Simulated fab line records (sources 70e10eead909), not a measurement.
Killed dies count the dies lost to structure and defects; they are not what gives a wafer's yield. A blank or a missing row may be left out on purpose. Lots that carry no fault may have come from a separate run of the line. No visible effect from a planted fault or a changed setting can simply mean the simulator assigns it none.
fab line records	flow nand_harc
record lots=15	wafers=45	last_day=32
route steps=1302 shown P_ZERO_WELL@33 P_GATE@148
lots that met no fault: from a run of the same line without faults
start_h: start of the lot's first displayed wafer, in hours after the record's first day	wait_h: hours elapsed since this lot's preceding step	" identical to the entry in the row above	L1.1+2: a row that stands for several wafers	- value missing, or start not given	* or withheld: withheld	< > ~ a bound
route shown NAME@n: names a module that has steps shown in the file, with the first one's number in the route	usual: mean/standard deviation taken from wafers without a fault	same: alike in all rows	chamber/n: place in a boat	sites: per-site readings	_std_site: standard deviation across them	_edge_site: outer sites' mean less inner sites'	radius_mm: for every site, how far away it sits from the centre of the wafer	mask NAME#n: copy n	behind: tool/chamber where the wafer was last shaped	hold: why the lot went on hold/how many hours it stayed there/how the hold came to an end	device: the transistor (n, p or np) that didn't switch	end of line: the route-end tests of the same wafers	for a step that has no rows: nothing shown but its recipe	killed: dies that structure and defects cost at the first sort, which is not the same as the wafer's yield	map: a wafer's dies, marking killed ones x, the rest . and places with no die _
set.NAME: the setting as run; set.NAME@STEP: as run at that earlier step	model.NAME: the simulator's own value behind a step, which no gauge read
route steps across a sampled set of lots; one table per step, one row per wafer
services: the hour from which a tool's chamber was out of use, counted from the record's first day as start_h (under 0 if before that day), plus the number of hours and why
## steps
# step NHARC_P_ZERO_WELL_IMPLANT_57
# recipe energy_kev=250	dose_cm2=4e+12	tilt_deg=7
# usual beam_energy_keV=250.02/0.083	beam_on_s=10.03/0.2
lot.wafer	tool	chamber	start_h	wait_h	beam_energy_keV	beam_on_s
L936.2	implanter-01	0	33.13	0.2	250.08	10.13
L936.4	"	0	"	"	250.12	9.79
L936.6	"	0	"	"	249.98	9.72
L937.2	implanter-01	0	43.08	0.1	250.06	9.87
L937.3	"	0	"	"	249.99	10.09
L937.6	"	0	"	"	249.96	9.78
L938.4	implanter-01	0	53.08	0.2	250.25	10.01
L938.5	"	0	"	"	250.15	9.78
L938.6	"	0	"	"	249.98	10.03
L940.1	implanter-01	0	73.31	0.2	250.21	9.92
L940.4	"	0	"	"	250.01	10.03
L940.5	"	0	"	"	250.14	10.07
L941.3	implanter-01	0	83.25	0.1	250.03	10.08
L941.4	"	0	"	"	250.10	9.97
L941.5	"	0	"	"	249.98	10.09
L942.2	implanter-02	0	92.97	0.2	250.08	9.93
L942.3	"	0	"	"	250.06	9.88
L942.5	"	0	"	"	250.02	10.26
L943.2	implanter-01	0	103.14	0.1	250.06	10.33
L943.4	"	0	"	"	249.96	9.84
L943.5	"	0	"	"	250.05	10.03
L944.1	implanter-01	0	113.07	0.2	250.14	9.87
L944.5	"	0	"	"	249.99	10.21
L944.6	"	0	"	"	249.96	10.15
L945.1	implanter-01	0	123.20	0.1	249.99	9.97
L945.3	"	0	"	"	250.05	10.27
L945.6	"	0	"	"	249.84	9.95
L947.4	implanter-02	0	143.06	0.2	250.04	10.04
L947.5	"	0	"	"	249.94	10.12
L947.6	"	0	"	"	250.07	9.93
L948.1	implanter-01	0	152.93	0.1	250.04	10.12
L948.3	"	0	"	"	249.83	10.29
L948.4	"	0	"	"	250.02	10.07
L953.1	implanter-01	-	203.11	0.1	-	-
L953.2	"	-	"	"	-	-
L953.4	"	-	"	"	-	-
L954.1	implanter-02	-	213.06	0.2	-	-
L954.3	"	-	"	"	-	-
L954.5	"	-	"	"	-	-
L955.2	implanter-01	-	223.05	0.1	-	-
L955.4	"	-	"	"	-	-
L955.6	"	-	"	"	-	-
L958.2	implanter-02	0	252.98	0.1	250.06	10.09
L958.3	"	0	"	"	250.11	10.32
L958.4	"	0	"	"	249.93	10.29
# step NHARC_P_ZERO_WELL_RTA_42
# recipe temp_c=1100	time_s=300
# usual anneal_temp_c_max=1107.0/2.1	lamp_power_pct=34.8/1.5	lamp_zone_2_pct=34.8/1.5	wafer_temp_C_max=1104.4/0.78
lot.wafer	tool	chamber	start_h	wait_h	anneal_temp_c_max	lamp_power_pct	lamp_zone_2_pct	wafer_temp_C_max
L936.2	rtp_anneal-02	0	37.53	-	1108.3	33.4	33.4	1104.3
L936.4	"	0	"	"	1107.3	33.4	33.4	1104.4
L936.6	"	0	"	"	1107.4	33.4	33.4	1106.2
L937.2	rtp_anneal-02	0	47.10	-	1109.5	33.4	33.4	1106.0
L937.3	"	0	"	"	1109.7	33.4	33.4	1105.7
L937.6	"	0	"	"	1107.1	33.4	33.4	1103.5
L938.4	rtp_anneal-01	0	57.26	-	1106.5	36.5	36.4	1102.6
L938.5	"	0	"	"	1105.9	36.4	36.4	1105.1
L938.6	"	0	"	"	1105.1	36.4	36.5	1104.1
L940.1	rtp_anneal-01	0	77.25	-	1104.3	36.5	36.4	1103.7
L940.4	"	0	"	"	1104.4	36.5	36.5	1103.9
L940.5	"	0	"	"	1106.9	36.4	36.5	1104.0
L941.3	rtp_anneal-02	0	87.36	-	1109.9	33.4	33.4	1104.8
L941.4	"	0	"	"	1109.0	33.4	33.4	1105.2
L941.5	"	0	"	"	1108.0	33.4	33.4	1103.9
L942.2	rtp_anneal-02	0	96.72	-	1107.1	33.4	33.3	1104.1
L942.3	"	0	"	"	1111.2	33.4	33.5	1105.3
L942.5	"	0	"	"	1109.2	33.4	33.4	1104.3
L943.2	rtp_anneal-02	0	107.17	-	1111.1	33.4	33.4	1103.8
L943.4	"	0	"	"	1108.3	33.4	33.3	1106.2
L943.5	"	0	"	"	1107.6	33.4	33.4	1105.6
L944.1	rtp_anneal-02	0	116.87	-	1107.8	33.3	33.4	1105.0
L944.5	"	0	"	"	1108.5	33.4	33.4	1105.3
L944.6	"	0	"	"	1108.8	33.4	33.4	1104.0
L945.1	rtp_anneal-02	0	127.01	-	1109.0	33.4	33.4	1103.9
L945.3	"	0	"	"	1108.2	33.4	33.4	1104.3
L945.6	"	0	"	"	1109.2	33.4	33.4	1103.7
L947.4	rtp_anneal-01	0	147.24	-	1104.7	36.5	36.4	1105.0
L947.5	"	0	"	"	1104.5	36.5	36.5	1103.7
L947.6	"	0	"	"	1105.2	36.6	36.5	1103.4
L948.1	rtp_anneal-01	0	156.93	-	1105.7	36.4	36.4	1104.5
L948.3	"	0	"	"	1106.7	36.4	36.5	1104.6
L948.4	"	0	"	"	1104.1	36.5	36.4	1104.5
L953.1	rtp_anneal-01	0	206.78	-	1104.1	36.4	36.4	1105.1
L953.2	"	0	"	"	1105.2	36.4	36.4	1104.6
L953.4	"	0	"	"	1104.3	36.3	36.4	1103.8
L954.1	rtp_anneal-02	0	216.87	-	1108.2	33.4	33.4	1102.3
L954.3	"	0	"	"	1107.4	33.5	33.4	1106.2
L954.5	"	0	"	"	1110.7	33.4	33.4	1105.0
L955.2	rtp_anneal-02	0	228.41	-	1108.1	33.4	33.4	1103.7
L955.4	"	0	"	"	1108.8	33.4	33.4	1104.6
L955.6	"	0	"	"	1108.8	33.4	33.4	1104.6
L958.2	rtp_anneal-01	0	256.86	-	1105.9	36.5	36.4	1105.5
L958.3	"	0	"	"	1105.2	36.4	36.5	1104.9
L958.4	"	0	"	"	1103.4	36.5	36.5	1103.2
# step NHARC_P_ZERO_WELL_INSPECT_43
# usual raw_defect_count=12/6.5
lot.wafer	tool	chamber	start_h	wait_h	raw_defect_count
L936.2	defect_inspect-01	-	38.10	0.5	10
L936.4	"	-	"	"	8
L936.6	"	-	"	"	12
L937.2	defect_inspect-02	-	47.68	0.5	9
L937.3	"	-	"	"	10
L937.6	"	-	"	"	11
L938.4	defect_inspect-01	-	57.62	0.2	8
L938.5	"	-	"	"	3
L938.6	"	-	"	"	3
L940.1	defect_inspect-01	-	77.93	0.6	8
L940.4	"	-	"	"	9
L940.5	"	-	"	"	11
L941.3	defect_inspect-02	-	87.84	0.4	7
L941.4	"	-	"	"	11
L941.5	"	-	"	"	8
L942.2	defect_inspect-02	-	97.29	0.5	8
L942.3	"	-	"	"	11
L942.5	"	-	"	"	7
L943.2	defect_inspect-02	-	107.73	0.5	12
L943.4	"	-	"	"	9
L943.5	"	-	"	"	14
L944.1	defect_inspect-01	-	117.54	0.6	15
L944.5	"	-	"	"	29
L944.6	"	-	"	"	22
L945.1	defect_inspect-01	-	127.72	0.6	8
L945.3	"	-	"	"	28
L945.6	"	-	"	"	8
L947.4	defect_inspect-02	-	147.60	0.2	7
L947.5	"	-	"	"	10
L947.6	"	-	"	"	4
L948.1	defect_inspect-01	-	157.61	0.6	18
L948.3	"	-	"	"	13
L948.4	"	-	"	"	24
L953.1	defect_inspect-02	-	207.45	0.6	5
L953.2	"	-	"	"	11
L953.4	"	-	"	"	7
L954.1	defect_inspect-02	-	217.55	0.6	15
L954.3	"	-	"	"	13
L954.5	"	-	"	"	15
L955.2	defect_inspect-02	-	228.98	0.5	22
L955.4	"	-	"	"	14
L955.6	"	-	"	"	19
L958.2	defect_inspect-02	-	257.45	0.5	5
L958.3	"	-	"	"	13
L958.4	"	-	"	"	16
# step NHARC_P_GATE_ETCH_114
# recipe target_depth_a=300	overetch_a=30	time_s=16.5	ion_energy_ev=100	cf4_flow_sccm=80	o2_flow_sccm=20	ar_flow_sccm=0	rf_w=300	bias_w=100	chemistry=CF4/O2
# usual drypump_motor_current_A=5.8/0.44	oes_product_au=0.999/0.01	rf_vpp_V=198.1/1.3	showerhead_plenum_p_Torr=1.34/0.052	throttle_valve_pct=13.397/0.009
lot.wafer	tool	chamber	start_h	wait_h	drypump_motor_current_A	oes_product_au	rf_hours_counter_h	rf_vpp_V	showerhead_plenum_p_Torr	throttle_valve_pct
L937.2	rie_diel-04	1	-	-	4.9	1.009	7	196.9	1.28	13.397
L937.3	"	0	"	"	5.9	1.010	7	198.2	1.32	13.415
L937.6	"	1	"	"	5.0	0.999	-	196.7	1.28	13.383
L936.2	rie_diel-10	3	-	-	6.0	0.990	2	200.4	1.41	13.389
L936.4	"	1	"	"	5.2	0.981	2	196.3	1.31	13.398
L936.6	"	3	"	"	6.0	0.989	-	199.3	1.41	13.388
L938.4	rie_diel-10	1	-	-	5.3	0.993	3	197.8	1.31	13.396
L938.5	"	3	"	"	6.0	0.996	-	198.4	1.41	13.388
L938.6	"	0	"	"	5.4	0.997	-	195.7	1.26	13.420
L940.1	rie_diel-04	3	-	-	5.9	1.002	8	198.1	1.33	13.391
L940.5	"	3	"	"	5.9	1.012	-	197.0	1.33	13.397
L940.4	"	2	"	"	6.3	0.990	-	200.3	1.39	13.397
L941.3	rie_diel-10	1	-	-	5.3	0.983	5	198.8	1.31	13.403
L941.4	"	2	"	"	5.4	0.992	5	198.4	1.41	13.399
L941.5	"	1	"	"	5.2	0.977	-	198.5	1.31	13.390
L942.3	rie_diel-04	2	-	-	6.3	0.978	9	199.8	1.39	13.396
L942.2	"	3	"	"	5.9	0.993	9	197.6	1.33	13.386
L942.5	"	3	"	"	5.9	1.004	-	197.7	1.33	13.406
L943.2	rie_diel-04	0	-	-	5.9	1.001	9	197.5	1.32	13.407
L943.4	"	2	"	"	6.3	0.989	9	198.1	1.39	13.399
L943.5	"	0	"	"	5.9	1.008	-	197.5	1.32	13.408
L944.1	rie_diel-04	0	-	-	5.9	1.013	0	198.2	1.32	13.412
L944.6	"	2	"	"	6.4	0.994	-	199.1	1.39	13.404
L944.5	"	3	"	"	5.9	0.989	-	197.5	1.33	13.385
L945.1	rie_diel-04	3	-	-	5.9	1.002	0	199.2	1.33	13.396
L945.3	"	1	"	"	4.9	1.004	0	196.1	1.28	13.393
L945.6	"	0	"	"	5.9	1.018	-	198.7	1.32	13.395
L947.4	rie_diel-04	3	-	-	5.9	1.016	2	198.3	1.33	13.409
L947.6	"	2	"	"	6.4	1.006	-	198.0	1.39	13.396
L947.5	"	3	"	"	5.9	1.005	-	197.7	1.33	13.387
L948.4	rie_diel-10	1	-	-	5.3	0.981	10	196.9	1.31	13.388
L948.3	"	2	"	"	5.4	1.002	10	199.4	1.40	13.395
L948.1	"	0	"	"	5.4	0.994	9	195.5	1.26	13.386
L958.2	rie_diel-04	2	-	-	6.3	1.007	10	200.0	1.39	13.407
L958.3	"	3	"	"	5.9	1.002	10	198.8	1.33	13.381
L958.4	"	0	"	"	5.9	1.012	9	198.1	1.32	13.388
## services
tool	chamber	start_h	hours	kind
rie_diel-04	0	9.90	-	clean
rie_diel-04	1	9.90	-	clean
rie_diel-04	2	9.90	-	clean
rtp_anneal-02	-	12.00	12.0	pm
rie_diel-10	1	16.03	1.9	repair
rie_diel-10	3	35.64	32.2	repair
rie_diel-10	1	65.17	7.8	repair
rie_diel-10	-	65.50	9.0	pm
rie_diel-04	-	81.89	0.9	repair
implanter-01	-	92.72	2.3	repair
implanter-02	-	108.43	2.8	repair
rie_diel-04	1	139.22	2.7	repair
implanter-02	-	146.00	13.0	pm
rie_diel-04	1	147.59	6.8	repair
rie_diel-10	-	169.27	0.2	repair
rie_diel-04	-	177.95	9.0	pm
rie_diel-10	-	179.15	0.3	repair
implanter-02	-	202.75	3.1	repair
rie_diel-04	1	203.98	4.9	repair
rie_diel-10	0	236.19	6.3	repair
rie_diel-10	-	242.50	9.0	pm
implanter-01	-	257.01	1.5	repair
rie_diel-10	2	258.04	8.0	repair
rie_diel-04	3	288.71	6.8	repair
## key
first_sign step=NHARC_P_ZERO_WELL_IMPLANT_57	reading=tool_record	direction=missing
effect none on later readings
met_at NHARC_P_ZERO_WELL_IMPLANT_57
struck_lots L953,L954,L955
later_rows_left_out L953.1,L953.2,L953.4,L954.1,L954.3,L954.5,L955.2,L955.4,L955.6
sort_left_out L953.1,L953.2,L953.4,L954.1,L954.3,L954.5,L955.2,L955.4,L955.6
tester_left_out L953,L954,L955
not_acting_at NHARC_P_ZERO_WELL_RTA_42,NHARC_P_ZERO_WELL_INSPECT_43,NHARC_P_GATE_ETCH_114
onset_between 152.93 203.11
fault kind=skipped_step_whole	tool=implanter-01,implanter-02	chamber=-	onset_h=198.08	steps=NHARC_P_ZERO_WELL_IMPLANT_57	scope=struck_lots_only
# tester_left_out: of these lots the tester's yield and bins aren't shown, on N5 and GAA mostly nor the transistor test; their killed dies are dies lost to structure and defects alone, not to doping, threshold or leakage, so they don't give the yield
# sort_left_out: the simulated sort isn't trusted on such a fault, so these wafers' sort isn't shown, and their yield isn't known
# later_rows_left_out: the simulator's readings of these wafers behind a module that went badly wrong aren't trusted and aren't shown, but for the sort
